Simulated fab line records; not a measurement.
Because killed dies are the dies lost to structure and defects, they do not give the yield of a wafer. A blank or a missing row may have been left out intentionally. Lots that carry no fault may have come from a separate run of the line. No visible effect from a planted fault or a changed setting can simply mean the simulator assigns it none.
fab line records ; flow nand_harc
record: lots: 12; wafers: 36; last_day: 25
route steps=1159 shown P_CONTACT@244 P_M0@264
lots untouched by any fault: they come from a run of this same line in which no faults occurred
start_h: the number of hours between the record's first day and the start of the first shown wafer of the lot ; wait_h: hours elapsed since this lot's preceding step ; " unchanged from the row above ; L1.1+2: several wafers, shown together as one row ; - value missing, or start not given ; * or withheld: withheld ; < > ~ a bound
route shown NAME@n: NAME is a module with steps in the file, n the number in the route of the first one ; usual: average and standard deviation across the fault-free wafers ; same: alike in all rows ; chamber/n: place in a boat ; sites: per-site readings ; _std_site: how widely they spread, as a standard deviation ; _edge_site: the outer-site mean with the inner-site mean subtracted ; radius_mm: how far each site lies from the wafer's centre ; mask NAME#n: copy n ; behind: the tool/chamber that last shaped the wafer ; hold: why the lot was held/for how many hours/how that ended ; device: transistor that didn't switch, given as n, p or np ; end of line: tests of these same wafers at the route's end ; where a step has no rows: the recipe by itself ; killed: not the wafer's yield, but the dies lost to structure and defects at the first sort ; map: shows each die of a wafer: x if killed, . if not, _ if none is there
set.NAME: the setting as run; set.NAME@STEP: as run at that earlier step ; model.NAME: the simulator's own value behind a step, which no gauge read
steps of the route over a sample of lots; a table a step, a row a wafer
services: a tool's chamber out of use, with start hour (start_h, from the record's first day; less than 0 if before it), hours out, and reason
== steps ==
step: NHARC_P_CONTACT_DEGAS_38
recipe: temp_c: 300; time_s: 60
usual: heater_power_w: 474/48
lot.wafer;tool;chamber;start_h;wait_h;heater_power_w
L662.1;pvd_sputter-03;-;128.16;-;365
L662.5;pvd_sputter-03;-;128.16;-;481
L662.6;pvd_sputter-03;-;128.16;-;366
L664.4;pvd_sputter-03;-;140.40;-;444
L664.1;pvd_sputter-03;-;140.40;-;460
L664.6;pvd_sputter-03;-;140.40;-;481
L666.4;pvd_sputter-01;-;151.52;-;492
L666.1;pvd_sputter-01;-;151.52;-;462
L666.3;pvd_sputter-01;-;151.52;-;501
L672.2;pvd_sputter-01;-;185.96;-;512
L672.1;pvd_sputter-01;-;185.96;-;497
L672.6;pvd_sputter-01;-;185.96;-;504
L674.1;pvd_sputter-03;-;202.28;-;383
L674.2;pvd_sputter-03;-;202.28;-;488
L674.5;pvd_sputter-03;-;202.28;-;389
L675.1;pvd_sputter-01;-;207.38;-;512
L675.2;pvd_sputter-01;-;207.38;-;535
L675.4;pvd_sputter-01;-;207.38;-;469
L676.3;pvd_sputter-01;-;218.15;-;523
L676.4;pvd_sputter-01;-;218.15;-;454
L676.1;pvd_sputter-01;-;218.15;-;503
L677.1;pvd_sputter-01;-;220.24;-;501
L677.5;pvd_sputter-01;-;220.24;-;509
L677.6;pvd_sputter-01;-;220.24;-;528
L678.3;pvd_sputter-01;-;224.32;-;492
L678.1;pvd_sputter-01;-;224.32;-;498
L678.2;pvd_sputter-01;-;224.32;-;530
L679.4;pvd_sputter-02;-;230.19;-;483
L679.3;pvd_sputter-02;-;230.19;-;420
L679.6;pvd_sputter-02;-;230.19;-;428
L680.2;pvd_sputter-02;-;230.97;-;420
L680.1;pvd_sputter-02;-;230.97;-;440
L680.6;pvd_sputter-02;-;230.97;-;469
L681.2;pvd_sputter-03;-;246.97;-;467
L681.4;pvd_sputter-03;-;246.97;-;490
L681.5;pvd_sputter-03;-;246.97;-;505
step: NHARC_P_CONTACT_ALD_22
recipe: target_thk_a: 30; pulse_time_s: 1; ald_cycles: 150; temp_c: 450; material: TiN
usual: heater_power_w: 1063/88; precursor_pulse_height_rel: 1.000/0.02
lot.wafer;tool;chamber;start_h;wait_h;heater_power_w;precursor_pulse_height_rel
L662.1;ald_metal-01;1;128.52;-;1209;0.957
L662.5;ald_metal-01;2;128.52;-;1113;1.024
L662.6;ald_metal-01;3;128.52;-;1061;1.000
L664.4;ald_metal-03;2;140.66;-;923;0.984
L664.1;ald_metal-03;3;140.66;-;972;0.993
L664.6;ald_metal-03;2;140.66;-;932;1.004
L666.1;ald_metal-04;3;151.78;-;1032;1.019
L666.3;ald_metal-04;0;151.78;-;1193;0.977
L666.4;ald_metal-04;2;151.78;-;1065;1.004
L672.1;ald_metal-04;1;186.20;-;996;0.973
L672.2;ald_metal-04;3;186.20;-;1013;0.975
L672.6;ald_metal-04;2;186.20;-;1082;1.009
L674.2;ald_metal-04;0;202.54;-;1202;1.008
L674.1;ald_metal-04;2;202.54;-;1053;0.981
L674.5;ald_metal-04;0;202.54;-;1188;1.001
L675.2;ald_metal-01;3;207.67;-;1041;1.009
L675.1;ald_metal-01;0;207.67;-;1034;0.997
L675.4;ald_metal-01;3;207.67;-;1029;0.979
L676.3;ald_metal-01;0;218.43;-;1011;1.004
L676.1;ald_metal-01;2;218.43;-;1110;0.971
L676.4;ald_metal-01;2;218.43;-;1112;1.019
L677.1;ald_metal-01;1;220.51;-;1280;1.015
L677.6;ald_metal-01;2;220.51;-;1106;0.974
L677.5;ald_metal-01;0;220.51;-;1015;0.997
L678.2;ald_metal-01;0;224.55;-;1024;0.985
L678.3;ald_metal-01;1;224.55;-;1278;1.009
L678.1;ald_metal-01;2;224.55;-;1104;0.969
L679.3;ald_metal-01;0;230.49;-;1005;1.007
L679.4;ald_metal-01;1;230.49;-;1216;1.026
L679.6;ald_metal-01;2;230.49;-;1095;1.021
L680.2;ald_metal-03;0;231.25;-;1009;1.003
L680.1;ald_metal-03;1;231.25;-;989;0.962
L680.6;ald_metal-03;2;231.25;-;972;0.981
L681.4;ald_metal-01;1;247.23;-;1256;1.011
L681.2;ald_metal-01;2;247.23;-;1134;0.993
L681.5;ald_metal-01;1;247.23;-;1260;0.979
step: NHARC_P_M0_OVL_MEAS_10
recipe: pitch_nm: 180
usual: overlay_x_nm: -0.2/0.77; overlay_y_nm: -0.1/0.71
lot.wafer;tool;chamber;start_h;wait_h;overlay_x_nm;overlay_y_nm
L662.1;overlay-01;-;130.76;-;-2.0;0.4
L662.5;overlay-01;-;130.76;-;-2.3;-0.1
L662.6;overlay-01;-;130.76;-;-1.9;-0.6
L664.1;overlay-02;-;146.56;-;-0.9;0.3
L664.4;overlay-02;-;146.56;-;-1.9;1.4
L664.6;overlay-02;-;146.56;-;-1.1;0.6
L666.1;overlay-01;-;155.46;-;-0.7;0.4
L666.3;overlay-01;-;155.46;-;-0.5;0.1
L666.4;overlay-01;-;155.46;-;-0.4;0.1
L672.1;overlay-01;-;189.51;-;-0.5;-1.1
L672.2;overlay-01;-;189.51;-;-0.6;-0.7
L672.6;overlay-01;-;189.51;-;-0.6;-0.6
L674.1;overlay-02;-;204.79;-;-0.2;1.7
L674.2;overlay-02;-;204.79;-;-1.0;1.9
L674.5;overlay-02;-;204.79;-;-0.7;1.5
L675.1;overlay-01;-;217.25;-;0.6;-0.1
L675.2;overlay-01;-;217.25;-;1.2;-0.1
L675.4;overlay-01;-;217.25;-;0.8;-0.3
L676.1;overlay-02;-;220.83;-;0.1;-1.9
L676.3;overlay-02;-;220.83;-;-0.2;-1.6
L676.4;overlay-02;-;220.83;-;-0.1;-2.0
L677.1;overlay-01;-;223.39;-;0.7;-0.3
L677.5;overlay-01;-;223.39;-;0.0;-0.1
L677.6;overlay-01;-;223.39;-;0.7;0.0
L678.1;overlay-01;-;226.73;-;0.1;-0.3
L678.2;overlay-01;-;226.73;-;0.8;0.2
L678.3;overlay-01;-;226.73;-;0.3;-0.1
L679.3;overlay-01;-;235.34;-;-0.7;0.8
L679.4;overlay-01;-;235.34;-;-1.5;0.5
L679.6;overlay-01;-;235.34;-;-0.7;0.2
L680.1;overlay-01;-;235.73;-;1.1;-0.6
L680.2;overlay-01;-;235.73;-;1.4;-0.5
L680.6;overlay-01;-;235.73;-;0.9;-0.6
L681.2;overlay-01;-;249.35;-;0.7;-0.5
L681.4;overlay-01;-;249.35;-;0.5;-1.4
L681.5;overlay-01;-;249.35;-;0.5;-0.3
step: NHARC_P_M0_ETCH_34
recipe: target_depth_a: 400; overetch_a: 120; time_s: 43.94; ion_energy_ev: 200; n2_flow_sccm: 150; h2_flow_sccm: 150; ar_flow_sccm: 0; rf_w: 400; bias_w: 150; chemistry: N2/H2
usual: drypump_motor_current_A: 5.8/0.4; oes_product_au: 0.997/0.011; rf_vpp_V: 431/3.1; run_length_s: 65.5/0.43; showerhead_plenum_p_Torr: 2.06/0.11; throttle_valve_pct: 14.172/0.0094
lot.wafer;tool;chamber;start_h;wait_h;drypump_motor_current_A;oes_product_au;rf_hours_counter_h;rf_vpp_V;run_length_s;showerhead_plenum_p_Torr;throttle_valve_pct
L662.1;rie_diel-02;2;130.98;0.1;5.5;0.987;8;435;65.7;2.17;14.172
L662.5;rie_diel-02;3;130.98;0.1;5.6;0.993;-;430;55.0;2.00;14.159
L662.6;rie_diel-02;2;130.98;0.1;5.4;0.986;-;434;55.8;2.17;14.162
L664.4;rie_diel-02;0;146.74;0.1;5.7;0.999;11;434;65.6;2.14;14.172
L664.1;rie_diel-02;3;146.74;0.1;5.6;0.997;12;429;65.4;2.00;14.188
L664.6;rie_diel-02;0;146.74;0.1;5.7;0.998;-;433;55.8;2.14;14.190
L666.1;rie_diel-09;2;155.64;0.1;5.3;0.995;2;427;65.1;1.93;14.165
L666.4;rie_diel-09;0;155.64;0.1;6.2;1.001;3;434;64.5;2.16;14.172
L666.3;rie_diel-09;1;155.64;0.1;6.1;0.991;3;432;65.6;2.18;14.178
L672.2;rie_diel-09;2;189.70;0.1;5.3;0.995;7;427;65.5;1.93;14.179
L672.1;rie_diel-09;0;189.70;0.1;6.2;1.005;7;433;64.4;2.16;14.166
L672.6;rie_diel-09;1;189.70;0.1;6.1;1.014;-;436;65.5;2.18;14.172
L674.2;rie_diel-02;3;204.98;0.1;5.6;0.998;3;430;65.3;2.00;14.168
L674.1;rie_diel-02;0;204.98;0.1;5.7;1.011;3;434;65.6;2.14;14.180
L674.5;rie_diel-02;3;204.98;0.1;5.6;0.984;-;428;65.0;2.00;14.171
L675.1;rie_diel-10;3;217.43;0.1;5.7;1.005;2;429;64.9;1.96;14.179
L675.2;rie_diel-10;0;217.43;0.1;6.2;1.000;1;435;65.5;2.18;14.179
L675.4;rie_diel-10;1;217.43;0.1;5.3;0.973;2;427;65.4;1.93;14.181
L676.3;rie_diel-02;3;221.01;0.1;5.6;0.984;3;429;65.2;2.00;14.176
L676.1;rie_diel-02;0;221.01;0.1;5.7;0.995;3;435;66.2;2.14;14.178
L676.4;rie_diel-02;2;221.01;0.1;5.5;0.992;3;433;65.5;2.17;14.174
L677.1;rie_diel-02;2;223.57;0.1;5.5;0.996;3;432;65.4;2.17;14.183
L677.6;rie_diel-02;2;223.57;0.1;5.4;1.001;-;432;65.8;2.17;14.181
L677.5;rie_diel-02;3;223.57;0.1;5.6;0.986;-;430;65.2;2.00;14.190
L678.3;rie_diel-02;2;226.92;0.1;5.4;1.003;4;435;65.4;2.17;14.189
L678.2;rie_diel-02;0;226.92;0.1;5.7;1.006;4;432;65.8;2.14;14.171
L678.1;rie_diel-02;1;226.92;0.1;5.9;1.001;4;426;65.3;1.89;14.149
L679.3;rie_diel-09;3;235.56;0.1;6.0;1.004;9;431;65.9;2.08;14.166
L679.4;rie_diel-09;2;235.56;0.1;5.3;0.997;-;427;65.5;1.92;14.165
L679.6;rie_diel-09;3;235.56;0.1;6.0;1.006;-;431;65.6;2.08;14.166
L680.1;rie_diel-10;1;235.91;0.1;5.3;0.982;3;428;66.0;1.93;14.163
L680.2;rie_diel-10;2;235.91;0.1;6.6;0.996;3;435;65.4;2.16;14.171
L680.6;rie_diel-10;1;235.91;0.1;5.2;0.984;-;427;65.4;1.93;14.179
L681.2;rie_diel-09;1;249.56;0.1;6.1;0.996;12;434;65.7;2.18;14.169
L681.4;rie_diel-09;2;249.56;0.1;5.3;0.999;-;427;65.5;1.93;14.164
L681.5;rie_diel-09;3;249.56;0.1;6.0;1.016;-;432;65.4;2.08;14.167
== services ==
tool;chamber;start_h;hours;kind
rie_diel-02;0;105.78;-;clean
rie_diel-02;-;109.02;3.3;repair
ald_metal-01;0;112.00;-;clean
ald_metal-01;1;112.00;-;clean
ald_metal-01;2;112.00;-;clean
ald_metal-01;3;112.00;-;clean
rie_diel-02;1;129.41;9.7;repair
rie_diel-09;2;134.99;1.8;repair
ald_metal-04;3;135.16;4.1;repair
rie_diel-02;2;136.05;7.4;repair
pvd_sputter-03;-;140.79;10.0;pm
rie_diel-09;2;141.75;3.5;repair
pvd_sputter-02;-;142.52;9.4;repair
ald_metal-03;-;144.00;10.0;pm
rie_diel-02;-;150.70;9.0;pm
pvd_sputter-01;-;158.00;10.0;pm
rie_diel-10;-;176.79;9.0;pm
ald_metal-01;2;189.77;25.3;repair
ald_metal-01;3;210.52;22.1;repair
pvd_sputter-02;-;214.00;10.0;pm
rie_diel-09;0;223.21;18.5;repair
ald_metal-04;-;228.00;10.0;pm
rie_diel-09;3;235.93;7.3;repair
rie_diel-09;0;246.76;27.9;repair
== key ==
first_sign: step: NHARC_P_M0_ETCH_34; reading: run_length_s; direction: down; sigmas: 23; usual: *; struck: *
effect none on later readings
met_at NHARC_P_M0_ETCH_34
struck_lots L662,L664
struck_wafers L662.5,L662.6,L664.6
not_acting_at NHARC_P_CONTACT_DEGAS_38,NHARC_P_CONTACT_ALD_22,NHARC_P_M0_OVL_MEAS_10
fault: kind: process_parameter_drift; tool: rie_diel-02; chamber: -; onset_h: 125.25; steps: NHARC_P_M0_ETCH_34; channel: time_s; offset: *; shape: step; end_h: 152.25; scope: struck_wafers_only; acts_in: *; stated: *
